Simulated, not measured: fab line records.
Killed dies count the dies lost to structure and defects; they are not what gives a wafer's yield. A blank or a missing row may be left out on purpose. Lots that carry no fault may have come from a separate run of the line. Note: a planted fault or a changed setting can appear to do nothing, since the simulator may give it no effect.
Code-filled problem report in 8D (eight disciplines) form | flow nand harc | the parts of the form that need people (team, actions taken, sign-off) are left out

== 1. THE PROBLEM ==
At NHARC_P_ZERO_WELL_INSPECT_43, raw defect count averages 950 over 6 wafers from 2 lots, while fault-free wafers read 13, standard deviation 5.9. That is +99 or more standard deviations from the usual mean.
First observed at day 4 01:31: wafer L290.1, on defect inspect-02. The record holds 33 wafers of 11 lots with a number at this step. Rule for "out" (also "out of limits"): further than 4 standard deviations from the usual mean. The other wafers with a number count as sound.

== 2. WHAT IT IS AND WHAT IT IS NOT ==
question                    | is                                   | is not
which readings at this step | raw defect count                     | -
which lots                  | L290, L292                           | L282, L286, L287, L294, L296, L297, L300, L302, L304
which wafers of those lots  | all that have a number               | -
read on which gauges        | defect inspect-01, defect inspect-02 | -
when                        | from day 4 01:31                     | up to then (9 sound wafers); but 18 sound wafers of L294, L296, L297, L300, L302, L304 came after

== 3. SUSPECTS, AND WHAT RULES EACH OUT ==
Counting: a tool stays on the suspect list if, at a process step up to the reading, it processed all lots that are out and no sound lot following the first of them.
- the gauge at NHARC_P_ZERO_WELL_INSPECT_43 has been ruled out. Those wafers that are out were read across 2 gauges (defect inspect-01, defect inspect-02).
- wet bench-09 at NHARC_P_ZERO_WELL_PRECLEAN_68 (cleans in SC1, time 60 s): ruled out as a lasting fault. Sound lots L304 ran on it after its first lot that is out, L290 (day 4 00:28).
Left after counting: nothing in the record.

== 4. THE CAUSE (what the simulator had put in) ==
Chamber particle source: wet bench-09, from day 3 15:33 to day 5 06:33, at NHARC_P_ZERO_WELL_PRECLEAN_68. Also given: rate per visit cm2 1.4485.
Counting ruled it out, wrongly: the rule takes a fault to strike every lot that its tool runs from its start on, and this one did not.

== 5. THE EFFECT CHAIN, in route order ==
Each row: a reading where the mean over the struck wafers with a number is more than 3 standard deviations away from the usual. Scope: only readings with a usual standard deviation given in the record; hours: median across lots of the time from each lot's start at the first step in this table that gives one to its start at this step; sigmas: change in usual standard deviations.
hours | step                         | reading             | usual | on struck wafers | change | sigmas
0     | NHARC_P_ZERO_WELL_INSPECT_43 | raw defect count    | 13    | 950              | +937   | +99 or more
18    | NHARC_P_STI_INSPECT_11       | raw defect count    | 5.6   | 933.0            | +927.4 | +99 or more
421   | NHARC_END_SORT_01            | killed at periphery | 3.8   | 83.2             | +79.4  | +28
421   | NHARC_END_SORT_01            | killed dies         | 33    | 110              | +77    | +6.4

== 6. HOW IT WOULD HAVE BEEN CAUGHT EARLIER ==
The first out-of-limits reading at a measuring or inspecting step in this record came at day 4 01:31, 10 hours after the fault's start at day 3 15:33.
Of the tool readings at NHARC_P_ZERO_WELL_PRECLEAN_68 for which the record gives a usual standard deviation, none was out on any struck wafer, so an alarm limit of 4 standard deviations on them would not have fired.
